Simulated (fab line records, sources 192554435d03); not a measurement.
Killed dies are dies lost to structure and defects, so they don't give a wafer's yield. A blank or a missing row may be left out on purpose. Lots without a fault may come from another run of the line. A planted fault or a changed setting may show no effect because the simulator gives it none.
Which tool did it? | flow n5_finfet | 11 lots, 32 wafers sampled, at 2 steps of a route of 1938

WHAT THE GAUGES READ, wafer by wafer
N5_BEOL_M15_THK_MEAS_50: measures by xrf. Usual: M15_THK 843 nm, standard deviation 17.
lot  | measured     | on            | M15_THK (nm) | flag
L346 | day 11 13:13 | film_metro-02 | 831 866      |
L347 | day 11 14:18 | film_metro-02 | 854 844 841  |
L348 | day 12 01:28 | film_metro-01 | 840 854 873  |
L349 | day 12 03:37 | film_metro-02 | 819 844 841  |
L350 | day 12 18:40 | film_metro-02 | 861 835 875  |
L351 | day 12 19:00 | film_metro-02 | 822 836 829  |
L356 | day 13 22:02 | film_metro-02 | 884 867 871  |
L358 | day 14 11:02 | film_metro-01 | 856 848 839  |
L359 | day 14 16:35 | film_metro-02 | 849 859 839  |
L357 | day 14 17:43 | film_metro-02 | 843 838 835  |
L368 | day 17 01:23 | film_metro-02 | 841 843 847  |

N5_MIM_TOP_LITHO_OVL_MEAS_11. Usual: MIM_TOP_OVL 3 nm, standard deviation 6.
lot  | measured     | on         | MIM_TOP_OVL (nm) | flag
L346 | day 11 18:25 | overlay-02 | 5 -6             |
L347 | day 11 19:31 | overlay-01 | 15 -2 -1         |
L348 | day 12 04:46 | overlay-01 | 2 -3 1           |
L349 | day 12 06:39 | overlay-01 | -5 8 10          |
L350 | day 12 21:44 | overlay-01 | 1 6 5            |
L351 | day 12 22:01 | overlay-01 | 7 -2 8           |
L356 | day 14 00:50 | overlay-01 | 5 -3 -1          |
L358 | day 14 15:10 | overlay-02 | -4 7 7           |
L359 | day 14 22:03 | overlay-01 | -4 -4 4          |
L357 | day 14 22:13 | overlay-01 | 3 4 2            |
L368 | day 17 04:35 | overlay-02 | 11 -3 9          |

WHICH TOOL RAN EACH LOT (tool, then ch and the chambers of the sampled wafers, then the start)
The record holds no process step before these readings.

WHAT THE TOOLS THEMSELVES READ (means of the sampled wafers that have a number; where no wafer has one, the mark that the record gives instead)
The record holds no such reading with a usual standard deviation.

THE ANSWER, worked out from the rows above alone
Rule: a lot is off if the mean of its wafers that have a number lies more than 3 standard deviations from the usual mean. A lot without any number at a reading at which 4 lots or more have one is off too. The other lots that the step has rows for count as sound. The gauges are gone through in route order, then the tools' own readings, and for those a lot's mean is taken as printed above. The first step at which some lot is off is used, and at that step the reading that is off furthest; a lot without a number counts as furthest.
No lot is off at any reading shown: from this, nothing can be told.

WHAT THE SIMULATOR HAD PUT IN
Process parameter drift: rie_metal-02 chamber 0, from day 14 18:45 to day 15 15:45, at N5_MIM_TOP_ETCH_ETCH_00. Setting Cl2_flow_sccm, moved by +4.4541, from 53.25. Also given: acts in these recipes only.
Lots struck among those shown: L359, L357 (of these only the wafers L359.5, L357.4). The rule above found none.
